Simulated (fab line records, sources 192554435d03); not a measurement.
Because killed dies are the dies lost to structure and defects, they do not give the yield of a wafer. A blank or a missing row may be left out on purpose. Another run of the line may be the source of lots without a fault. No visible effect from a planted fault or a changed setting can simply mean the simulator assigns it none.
fab line records	flow n5_finfet
[record] lots = 9	wafers = 27	last_day = 20
route steps=1938 shown BEOL_M1@767 BEOL_M4@1111 PASSIVATION@1936
lots with no fault: from the same line, run without faults
start_h: hours from the record's first day to the start of the lot's first wafer shown	wait_h: hours since the lot's step before	" same as the row above	L1.1+2: one row covering several wafers at once	- no value, or no start was given	* or withheld: withheld	< > ~ a bound
route shown NAME@n: names a module that has steps shown in the file, with the first one's number in the route	usual: mean/standard deviation of fault-free wafers	same: alike in all rows	chamber/n: place in a boat	sites: the reading at each site	_std_site: the standard deviation of these	_edge_site: mean of outer sites minus mean of inner sites	radius_mm: for every site, how far away it sits from the centre of the wafer	mask NAME#n: copy n	behind: tool/chamber where the wafer was last shaped	hold: cause of the lot's hold/its duration in hours/its outcome	device: names the non-switching transistor (n, p or np)	end of line: the tests these same wafers got at the end of their route	where a step has no rows: the recipe by itself	killed: dies lost to structure and defects at the first sort, not the wafer's yield	map: the dies of a wafer, with x for killed, . for not killed, _ for no die there
set.NAME: the setting the step ran with; set.NAME@STEP: the setting that earlier step ran with	model.NAME: the simulator's own value behind a step, which no gauge read
steps of the route over a sample of lots; a table a step, a row a wafer
services: when a tool's chamber went out of use (start_h, in hours from the record's first day, below 0 if earlier), for how many hours, and the reason
[[steps]]
[step N5_BEOL_M1_DESCUM_16]
[recipe] chemistry = O2	time_s = 7	source_power_w = 50	bias_power_w = 20	pressure_mtorr = 20	rf_frequency_hz = 2.712e+07	temp_c = 40	resist = CAR-EUV	o2_flow_sccm = 225
[usual] drypump_motor_current_A = 5.7/0.51	oes_product_au = 0.80/0.07	rf_fwd_power_W = 49.46/0.2	rf_vpp_V = 243.1/1.3	showerhead_plenum_p_Torr = 2.10/0.068	temp_c = 40.01/0.11	throttle_valve_pct = 20.31/0.18
lot.wafer	tool	chamber	start_h	wait_h	drypump_motor_current_A	oes_product_au	rf_fwd_power_W	rf_hours_counter_h	rf_vpp_V	showerhead_plenum_p_Torr	temp_c	throttle_valve_pct
L459.2	rie_diel-02	2	137.37	0.0	6.1	0.85	49.56	49	244.2	2.14	40.11	20.46
L459.3	"	1	"	"	6.4	0.92	49.31	16	245.3	2.24	40.01	20.34
L459.5	"	1	"	"	6.4	0.92	49.37	-	245.9	2.24	40.02	20.38
L461.1	rie_diel-05	1	143.02	0.0	6.0	0.76	49.27	143	241.8	2.10	40.06	20.15
L461.4	"	1	"	"	6.0	0.76	49.53	-	242.0	2.10	40.03	20.17
L461.6	"	3	"	"	5.8	0.77	49.58	-	245.1	2.20	40.10	20.13
L464.1	rie_diel-02	2	166.61	0.0	6.1	0.84	49.63	56	245.3	2.13	40.05	20.48
L464.4	"	1	"	"	6.4	0.90	49.51	23	244.2	2.24	39.97	20.37
L464.5	"	0	"	"	5.8	0.81	49.15	-	243.9	2.12	40.11	20.09
L463.2	rie_diel-05	3	166.91	0.1	5.8	0.77	49.41	139	245.0	2.20	39.93	20.18
L463.3	"	1	"	"	6.0	0.75	49.26	150	243.6	2.09	40.07	20.17
L463.6	"	0	"	"	5.0	0.76	49.35	-	245.9	2.18	40.07	20.22
L468.3	rie_diel-06	1	199.85	0.1	5.2	0.82	49.43	95	242.7	2.03	40.12	20.40
L468.4	"	3	"	"	5.8	0.80	49.68	108	242.7	2.03	40.03	20.61
L468.5	"	1	"	"	5.3	0.82	49.61	-	243.1	2.04	39.94	20.41
L476.2	rie_diel-06	0	241.78	0.1	6.2	0.68	49.45	243	244.2	2.06	40.06	20.25
L476.3	"	3	"	"	5.8	0.79	49.63	121	241.7	2.02	39.94	20.63
L476.4	"	0	"	"	6.2	0.68	49.41	-	243.1	2.06	39.90	20.26
L477.2	rie_diel-02	0	244.85	0.0	5.7	0.80	49.41	112	242.9	2.12	39.96	20.11
L477.4	"	3	"	"	4.7	0.81	49.39	80	241.9	2.02	39.96	20.08
L477.5	"	2	"	"	6.1	0.80	49.72	-	241.7	2.12	39.99	20.51
L479.2	rie_diel-06	3	256.01	0.5	5.8	0.77	49.29	127	241.3	2.02	40.09	20.65
L479.4	"	0	"	"	6.2	0.68	49.66	-	242.6	2.06	39.92	20.28
L479.6	"	1	"	"	5.2	0.79	49.43	-	242.6	2.03	40.12	20.44
L480.1	rie_diel-06	1	280.02	0.0	5.2	0.78	49.55	123	242.8	2.02	40.16	20.46
L480.2	"	3	"	"	5.8	0.76	49.26	136	241.9	2.02	39.99	20.67
L480.5	"	3	"	"	5.8	0.77	49.36	-	241.1	2.02	40.00	20.68
[step N5_BEOL_M1_ETCH_64]
[recipe] chemistry = N2/H2	target = SOC	target_depth_a = 750	overetch_a = 150	mask_material = SiARC	temp_c = 40	time_s = 112.5	ion_energy_ev = 200	pressure_mtorr = 30	source_w = 840	bias_w = 150	n2_flow_sccm = 200	h2_flow_sccm = 200
[usual] drypump_motor_current_A = 5.7/0.51	oes_product_au = 0.63/0.051	rf_fwd_power_W = 837.1/2.6	rf_vpp_V = 523.9/2.3	showerhead_plenum_p_Torr = 2.54/0.08	temp_c = 40.00/0.11	throttle_valve_pct = 17.66/0.18
lot.wafer	tool	chamber	start_h	wait_h	drypump_motor_current_A	oes_product_au	rf_fwd_power_W	rf_hours_counter_h	rf_vpp_V	showerhead_plenum_p_Torr	temp_c	throttle_valve_pct
L459.2	rie_diel-02	2	137.45	0.0	6.1	0.67	843.0	49	524.7	2.59	40.01	17.77
L459.3	"	1	"	"	6.4	0.72	832.8	16	529.7	2.71	39.85	17.71
L459.5	"	1	"	"	6.4	0.71	835.6	-	528.9	2.71	39.82	17.71
L461.1	rie_diel-05	1	143.10	0.0	6.0	0.60	835.9	143	525.3	2.53	40.10	17.40
L461.4	"	1	"	"	6.0	0.60	836.2	-	523.2	2.53	40.07	17.41
L461.6	"	3	"	"	5.8	0.61	838.9	-	527.7	2.66	39.97	17.48
L464.1	rie_diel-02	2	166.69	0.0	6.1	0.65	838.3	56	524.7	2.58	40.10	17.77
L464.4	"	1	"	"	6.4	0.70	835.9	23	526.7	2.71	39.90	17.73
L464.5	"	0	"	"	5.8	0.65	837.4	-	524.0	2.56	40.01	17.35
L463.2	rie_diel-05	3	166.99	0.0	5.8	0.60	836.9	139	526.4	2.66	39.97	17.49
L463.3	"	1	"	"	6.0	0.60	833.0	150	522.6	2.53	39.87	17.40
L463.6	"	0	"	"	5.1	0.61	834.6	-	525.8	2.66	40.06	17.62
L468.3	rie_diel-06	1	199.93	0.0	5.2	0.64	839.0	95	519.7	2.46	39.98	17.72
L468.4	"	3	"	"	5.8	0.63	837.6	108	520.5	2.46	40.13	17.94
L468.5	"	1	"	"	5.2	0.64	839.6	-	522.5	2.46	39.95	17.72
L476.2	rie_diel-06	0	241.86	0.0	6.2	0.55	838.4	243	522.5	2.51	40.10	17.83
L476.3	"	3	"	"	5.8	0.63	835.7	121	520.8	2.45	39.83	17.94
L476.4	"	0	"	"	6.2	0.55	832.3	-	523.4	2.51	40.05	17.80
L477.2	rie_diel-02	0	244.93	0.0	5.8	0.63	837.0	112	524.8	2.55	39.94	17.38
L477.4	"	3	"	"	4.7	0.63	833.7	81	521.5	2.47	39.99	17.55
L477.5	"	2	"	"	6.1	0.63	841.6	-	524.5	2.57	40.02	17.82
L479.2	rie_diel-06	3	256.09	0.0	5.8	0.62	836.2	127	521.4	2.45	39.97	17.97
L479.4	"	0	"	"	6.2	0.55	835.8	-	523.7	2.51	39.97	17.83
L479.6	"	1	"	"	5.2	0.62	835.4	-	520.2	2.45	40.17	17.76
L480.1	rie_diel-06	1	280.10	0.0	5.2	0.62	840.3	123	521.4	2.45	40.05	17.76
L480.2	"	3	"	"	5.8	0.61	839.7	136	522.3	2.44	40.13	17.98
L480.5	"	3	"	"	5.8	0.61	837.7	-	521.2	2.44	39.96	17.98
[step N5_BEOL_M1_EXPOSE_25]
[recipe] mask_id = V0	na = 0.33	source_shape = quasar	sigma_inner = 0.2	sigma_outer = 0.8	polarization = unpolarized	defocus_nm = 5	target_cd_nm = 24	dose_mj = 63
[usual] exposure_dose_mJ_cm2 = 63.00/0.066
lot.wafer	tool	chamber	start_h	wait_h	mask	exposure_dose_mJ_cm2
L459.2	euv_scanner-01	0	138.10	-	V0#0	63.01
L459.3	"	0	"	"	V0#0	63.15
L459.5	"	0	"	"	V0#0	63.06
L461.1	euv_scanner-01	0	143.62	-	V0#0	62.98
L461.4	"	0	"	"	V0#0	63.06
L461.6	"	0	"	"	V0#0	63.03
L464.1	euv_scanner-02	0	167.40	-	V0#0	63.06
L464.4	"	0	"	"	V0#0	63.12
L464.5	"	0	"	"	V0#0	62.99
L463.2	euv_scanner-01	0	167.69	-	V0#0	63.09
L463.3	"	0	"	"	V0#0	63.03
L463.6	"	0	"	"	V0#0	63.13
L468.3	euv_scanner-02	0	200.47	-	V0#0	62.94
L468.4	"	0	"	"	V0#0	62.94
L468.5	"	0	"	"	V0#0	63.01
L476.2	euv_scanner-02	0	242.43	-	V0#0	59.20
L476.3	"	0	"	"	V0#0	59.05
L476.4	"	0	"	"	V0#0	59.07
L477.2	euv_scanner-02	0	245.46	-	V0#0	59.05
L477.4	"	0	"	"	V0#0	59.02
L477.5	"	0	"	"	V0#0	59.03
L479.2	euv_scanner-01	0	256.75	-	V0#0	63.06
L479.4	"	0	"	"	V0#0	63.01
L479.6	"	0	"	"	V0#0	63.03
L480.1	euv_scanner-01	0	280.62	-	V0#0	63.04
L480.2	"	0	"	"	V0#0	62.98
L480.5	"	0	"	"	V0#0	63.15
[step N5_BEOL_M1_CD_MEAS_28]
[recipe] landing_energy_ev = 500	detector = se_inlens	target_cd_y_nm = 23.3
[usual] cd_nm = 23.99/0.21
lot.wafer	tool	chamber	start_h	wait_h	cd_nm
L459.2	cd_sem-01	0	138.24	-	24.28
L459.3	"	0	"	"	24.04
L459.5	"	0	"	"	24.06
L461.1	cd_sem-01	0	143.77	-	23.71
L461.4	"	0	"	"	23.84
L461.6	"	0	"	"	24.01
L464.1	cd_sem-01	0	167.55	-	24.08
L464.4	"	0	"	"	23.75
L464.5	"	0	"	"	23.92
L463.2	cd_sem-03	0	167.83	-	23.96
L463.3	"	0	"	"	23.99
L463.6	"	0	"	"	24.10
L468.3	cd_sem-02	0	200.60	-	24.08
L468.4	"	0	"	"	24.10
L468.5	"	0	"	"	24.18
L476.2	cd_sem-02	0	242.57	-	22.56
L476.3	"	0	"	"	22.95
L476.4	"	0	"	"	22.93
L477.2	cd_sem-01	0	245.60	-	22.97
L477.4	"	0	"	"	22.96
L477.5	"	0	"	"	22.78
L479.2	cd_sem-02	0	256.89	-	23.62
L479.4	"	0	"	"	23.65
L479.6	"	0	"	"	24.02
L480.1	cd_sem-03	0	280.77	-	23.80
L480.2	"	0	"	"	24.04
L480.5	"	0	"	"	24.21
[step N5_BEOL_M1_INSPECT_30]
[recipe] mode = adi	inspect_instrument = brightfield
[usual] raw_defect_count = 376/74
lot.wafer	tool	chamber	start_h	wait_h	raw_defect_count
L459.2	defect_inspect-02	-	138.33	0.0	347
L459.3	"	-	"	"	320
L459.5	"	-	"	"	337
L461.1	defect_inspect-02	-	143.86	0.1	310
L461.4	"	-	"	"	548
L461.6	"	-	"	"	385
L464.1	defect_inspect-02	-	167.64	0.1	355
L464.4	"	-	"	"	415
L464.5	"	-	"	"	351
L463.2	defect_inspect-02	-	167.91	0.0	377
L463.3	"	-	"	"	376
L463.6	"	-	"	"	509
L468.3	defect_inspect-02	-	200.69	0.0	490
L468.4	"	-	"	"	428
L468.5	"	-	"	"	363
L476.2	defect_inspect-01	-	242.65	0.0	326
L476.3	"	-	"	"	364
L476.4	"	-	"	"	279
L477.2	defect_inspect-02	-	245.69	0.0	391
L477.4	"	-	"	"	550
L477.5	"	-	"	"	399
L479.2	defect_inspect-01	-	256.98	0.0	366
L479.4	"	-	"	"	306
L479.6	"	-	"	"	428
L480.1	defect_inspect-02	-	280.86	0.1	281
L480.2	"	-	"	"	350
L480.5	"	-	"	"	247
[step N5_BEOL_M4_RC_MEAS_101]
[usual] DIBL_N = 36.6/1.1	DIBL_P = 36.8/1.6	IOFF_N = 0.169/0.024	IOFF_P = 0.206/0.028	ION_N = 679/9.2	ION_P = 462/7	SS_N = 71.6/0.57	SS_P = 73.3/0.57	VT_N = 248.8/2.4	VT_P = -251/3
lot.wafer	tool	chamber	start_h	wait_h	DIBL_N[mV/V]	DIBL_P[mV/V]	IOFF_N[nA/um]	IOFF_P[nA/um]	ION_N[uA/um]	ION_P[uA/um]	SS_N[mV/dec]	SS_P[mV/dec]	VT_N[mV]	VT_P[mV]
L459.2	prober-02	0	196.26	0.2	38.0	36.6	0.222	0.228	689	460	72.8	73.8	244.6	-247
L459.3	"	0	"	"	35.2	33.2	0.158	0.176	684	460	71.6	72.5	246.5	-251
L459.5	"	0	"	"	36.1	34.4	0.171	0.189	677	462	71.7	73.7	247.0	-251
L461.1	prober-02	0	229.51	0.0	36.5	39.0	0.202	0.228	691	468	72.6	74.4	246.6	-251
L461.4	"	0	"	"	36.4	39.1	0.185	0.222	682	463	72.5	73.7	250.5	-251
L461.6	"	0	"	"	37.8	39.4	0.219	0.236	681	461	72.2	74.2	246.0	-254
L464.1	prober-01	0	229.78	0.0	35.9	35.2	0.157	0.194	667	455	71.5	74.3	252.4	-250
L464.4	"	0	"	"	34.6	34.0	0.146	0.183	668	458	71.5	73.1	249.2	-252
L464.5	"	0	"	"	35.4	35.5	0.165	0.200	667	457	72.4	73.9	248.4	-252
L463.2	prober-01	0	233.59	0.2	37.4	38.7	0.190	0.251	677	464	71.4	73.9	244.4	-251
L463.3	"	0	"	"	38.6	38.5	0.212	0.245	680	461	72.2	74.0	247.3	-246
L463.6	"	0	"	"	37.8	38.2	0.190	0.239	691	466	71.9	74.2	246.7	-249
L468.3	prober-01	0	264.19	0.3	36.8	36.2	0.164	0.212	688	469	71.3	73.0	247.4	-251
L468.4	"	0	"	"	38.2	37.8	0.193	0.240	694	473	71.7	74.0	246.7	-249
L468.5	"	0	"	"	36.5	35.4	0.152	0.204	671	458	71.6	73.1	248.8	-250
L476.2	prober-02	0	306.90	0.2	36.7	35.8	0.169	0.236	681	468	71.6	72.7	248.6	-248
L476.3	"	0	"	"	35.1	34.5	0.149	0.217	677	469	71.0	73.1	249.2	-249
L476.4	"	0	"	"	36.9	36.0	0.172	0.234	684	468	72.2	72.9	246.8	-248
L477.2	prober-02	0	316.62	0.2	36.3	37.4	0.169	0.221	673	466	71.8	73.9	249.2	-247
L477.4	"	0	"	"	35.4	36.6	0.160	0.210	678	466	72.1	73.6	249.0	-251
L477.5	"	0	"	"	35.3	36.5	0.150	0.212	672	466	72.1	73.2	253.6	-251
L479.2	prober-02	0	345.26	0.2	36.8	37.4	0.157	0.196	682	465	71.2	73.6	246.8	-251
L479.4	"	0	"	"	36.5	37.5	0.155	0.204	679	466	71.1	73.1	249.0	-252
L479.6	"	0	"	"	36.8	36.6	0.149	0.186	683	461	71.4	73.7	248.1	-251
L480.1	prober-02	0	349.03	0.0	35.9	36.9	0.140	0.171	673	455	70.7	72.8	255.4	-252
L480.2	"	0	"	"	36.3	37.3	0.143	0.179	675	460	71.4	72.9	252.2	-253
L480.5	"	0	"	"	37.0	38.6	0.157	0.190	675	461	71.6	72.7	250.8	-252
[step N5_PASSIVATION_PROBE_49]
[usual] defect_limited_yield = 91.1/1.5	killed_at_M0_to_M3 = 36/11	killed_at_M4_up = 14/5.6	killed_at_contacts = 11/5.6	killed_at_front_end = 40/12	killed_at_other = 4/3.2	killed_dies = 105/17	killed_open = 69/12	killed_short = 34/8.4	sort_bin_5_function = 5.2/0.95	sort_bin_6_memory = 3.3/0.63	sort_n_pass = 1075/17	sort_yield_pct = 91.1/1.5
[same] gross_dies = 1180	killed_at_back_side = 0	sort_bin_4_leakage[%] = 0	sort_bin_8_speed[%] = 0
lot.wafer	tool	chamber	start_h	wait_h	defect_limited_yield[%]	killed_at_M0_to_M3	killed_at_M4_up	killed_at_contacts	killed_at_front_end	killed_at_other	killed_dies	killed_open	killed_short	sort_bin_5_function[%]	sort_bin_6_memory[%]	sort_n_pass	sort_yield_pct[%]
L476.4	prober-02	-	413.26	0.2	93.4	32	8	7	27	4	78	48	27	4.0	2.4	1102	93.4
L477.5	prober-01	-	426.67	0.2	88.7	40	7	12	74	0	133	80	51	6.9	3.8	1047	88.7
// killed by level:class
L476.4 BEOL_M1:geometric_particle:open=9 FIN_SAQP:geometric_particle:open=6 BEOL_M0_SAQP:geometric_particle:short=6 GATE_CUT:geometric_particle:open=4 MOL_CONTACT_COAG:geometric_particle:open=4 BEOL_M0_SAQP:geometric_particle:open=4 STI_FIN_REVEAL:geometric_particle:open=3 MOL_CONTACT_COAG:geometric_particle:short=3
L477.5 FIN_SAQP:geometric_particle:open=27 FIN_SAQP:geometric_particle:short=15 BEOL_M2:geometric_particle:open=12 BEOL_M1:geometric_particle:open=7 GATE_CUT:geometric_particle:short=6 MOL_CONTACT_COAG:geometric_particle:short=6 MOL_CONTACT_COAG:geometric_particle:open=6 GATE_CUT:geometric_particle:open=5
[[services]]
tool	chamber	start_h	hours	kind
euv_scanner-02	-	119.61	4.6	pm
rie_diel-06	2	128.81	12.8	repair
euv_scanner-02	-	132.66	12.0	pm
rie_diel-06	-	143.51	0.7	repair
euv_scanner-01	-	144.66	1.0	pm
euv_scanner-02	-	169.66	0.6	repair
rie_diel-02	3	173.20	15.3	repair
euv_scanner-01	-	174.16	4.6	pm
euv_scanner-02	-	178.76	1.0	pm
rie_diel-02	0	191.16	13.6	repair
euv_scanner-01	-	197.73	1.0	pm
euv_scanner-02	-	229.62	0.8	repair
euv_scanner-02	-	234.62	1.0	pm
rie_diel-06	2	235.12	-	clean
rie_diel-06	2	235.12	-	consumable_replace:focus_ring
rie_diel-06	2	235.12	34.8	scheduled_down
rie_diel-06	2	235.12	34.8	vent_cycle
euv_scanner-02	-	253.28	0.4	repair
euv_scanner-01	-	253.92	1.0	pm
rie_diel-05	1	268.62	5.2	repair
rie_diel-06	0	269.92	-	clean
rie_diel-06	0	269.92	-	consumable_replace:focus_ring
rie_diel-06	0	269.92	19.5	scheduled_down
rie_diel-06	0	269.92	19.5	vent_cycle
[[key]]
[first_sign] step = N5_BEOL_M1_EXPOSE_25	reading = exposure_dose_mJ_cm2	direction = down	sigmas = 60	usual = 63.00	struck = 59.07
[effect] step = N5_BEOL_M1_CD_MEAS_28	reading = cd_nm	direction = down	sigmas = 5.5	usual = 23.99	struck = 22.86
met_at N5_BEOL_M1_EXPOSE_25
struck_lots L476,L477
not_acting_at N5_BEOL_M1_DESCUM_16,N5_BEOL_M1_ETCH_64,N5_BEOL_M1_INSPECT_30
onset_between 200.47 242.43
[fault] kind = process_parameter_drift	tool = euv_scanner-02	chamber = -	onset_h = 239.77	steps = N5_BEOL_M1_EXPOSE_25	channel = dose_mj	offset = -3.9126	shape = step	acts_in = these_recipes_only	stated = 63
